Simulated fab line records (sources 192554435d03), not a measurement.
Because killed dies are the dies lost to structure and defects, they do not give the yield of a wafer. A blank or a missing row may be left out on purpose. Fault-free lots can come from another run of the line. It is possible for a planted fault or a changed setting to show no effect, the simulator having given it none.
Check for tools in common + flow n5 finfet + 8 lots, 24 wafers sampled

WHY THIS WAS OPENED
Flagged at N5_BEOL_M0_SAQP_INSPECT_42: reading raw defect count, on 3 of 8 lots. Wafers without a fault read 324, standard deviation 98.
Rule: a lot is flagged when every wafer of it that has a number lies more than 4 standard deviations from that mean, or none has a number. The rest of the lots are taken to be sound.

| lot  | measured     | on                | raw defect count, wafer by wafer | flag    |
|------|--------------|-------------------|----------------------------------|---------|
| L537 | day 7 02:40  | defect inspect-02 | 240 276 337                      |         |
| L538 | day 7 02:43  | defect inspect-01 | 1261 1064 1076                   | FLAGGED |
| L540 | day 7 17:28  | defect inspect-02 | 974 904 1032                     | FLAGGED |
| L541 | day 7 21:46  | defect inspect-02 | 1036 1017 1068                   | FLAGGED |
| L551 | day 10 11:34 | defect inspect-02 | 331 188 191                      |         |
| L553 | day 10 22:56 | defect inspect-01 | 247 313 423                      |         |
| L554 | day 11 13:20 | defect inspect-01 | 297 380 174                      |         |
| L555 | day 11 15:10 | defect inspect-01 | 214 328 366                      |         |
The mean of the flagged lots' numbers is 1048, +724 from the usual (+7 standard deviations).

WHICH TOOL EACH LOT WENT THROUGH
Before the reading, the record contains 2 process steps out of a 1938-step route. Each cell gives the tool, then ch followed by the chambers the sampled wafers passed through, then the start.
| lot  | flag    | N5_BEOL_M0_SAQP_SPACER1_ETCHBACK_99 | N5_BEOL_M0_SAQP_MANDREL_ETCH_103 |
|------|---------|-------------------------------------|----------------------------------|
| L537 |         | rie diel-06 ch 0,2,3, day 6 20:18   | rie si-06 ch 0,1,3, day 6 20:45  |
| L538 | FLAGGED | rie diel-06 ch 0,3, day 6 23:39     | rie si-06 ch 0,1,3, day 7 00:01  |
| L540 | FLAGGED | rie diel-06 ch 0,2, day 7 15:07     | rie si-01 ch 0,1,2, day 7 15:29  |
| L541 | FLAGGED | rie diel-06 ch 0,2,3, day 7 19:15   | rie si-05 ch 0,2,3, day 7 19:40  |
| L551 |         | rie diel-06 ch 0,2, day 10 09:05    | rie si-01 ch 1,3, day 10 09:27   |
| L553 |         | rie diel-06 ch 0,1,2, day 10 20:15  | rie si-05 ch 0,1,3, day 10 20:37 |
| L554 |         | rie diel-06 ch 0,2, day 11 10:47    | rie si-06 ch 0,1,3, day 11 11:10 |
| L555 |         | rie diel-06 ch 0,2, day 11 12:11    | rie si-05 ch 1,2, day 11 12:49   |
What the steps here do:
- N5_BEOL_M0_SAQP_SPACER1_ETCHBACK_99: etches SiO2 in CHF3/O2, target depth 15.4 nm, time 7.7 s.
- N5_BEOL_M0_SAQP_MANDREL_ETCH_103: etches a-Si in HBr/Cl2, stops on SiCN, target depth 45 nm, bt time 10 s, time 27 s.
- N5_BEOL_M0_SAQP_INSPECT_42: inspects for defects (brightfield).

FLAGGED AGAINST TOTAL, ONE TOOL AT A TIME (gauges that did the reading follow at the end)
| step                                | tool              | lots run | flagged | share of the flagged lots | sound lots run after its first flagged lot |
|-------------------------------------|-------------------|----------|---------|---------------------------|--------------------------------------------|
| N5_BEOL_M0_SAQP_SPACER1_ETCHBACK_99 | rie diel-06       | 8        | 3       | all                       | 4 (L551,L553,L554,L555)                    |
| N5_BEOL_M0_SAQP_MANDREL_ETCH_103    | rie si-01         | 2        | 1       | some                      | 1 (L551)                                   |
| N5_BEOL_M0_SAQP_MANDREL_ETCH_103    | rie si-05         | 3        | 1       | some                      | 2 (L553,L555)                              |
| N5_BEOL_M0_SAQP_MANDREL_ETCH_103    | rie si-06         | 3        | 1       | some                      | 1 (L554)                                   |
| N5_BEOL_M0_SAQP_INSPECT_42          | defect inspect-01 | 4        | 1       | some                      | 3 (L553,L554,L555)                         |
| N5_BEOL_M0_SAQP_INSPECT_42          | defect inspect-02 | 4        | 2       | some                      | 1 (L551)                                   |

THE TABLE: WHAT IT ALLOWS
All flagged lots share 1 row of the table, namely rie diel-06 at N5_BEOL_M0_SAQP_SPACER1_ETCHBACK_99.
- rie diel-06 at N5_BEOL_M0_SAQP_SPACER1_ETCHBACK_99 ran 8 lots, 3 of them flagged. After the first flagged lot (L551, L553, L554, L555), sound lots still ran on it; a lasting fault on the whole tool would not permit that.
Every row of the table either missed a flagged lot or ran a sound lot after the first.

WHAT THE SIMULATOR HAD PUT IN
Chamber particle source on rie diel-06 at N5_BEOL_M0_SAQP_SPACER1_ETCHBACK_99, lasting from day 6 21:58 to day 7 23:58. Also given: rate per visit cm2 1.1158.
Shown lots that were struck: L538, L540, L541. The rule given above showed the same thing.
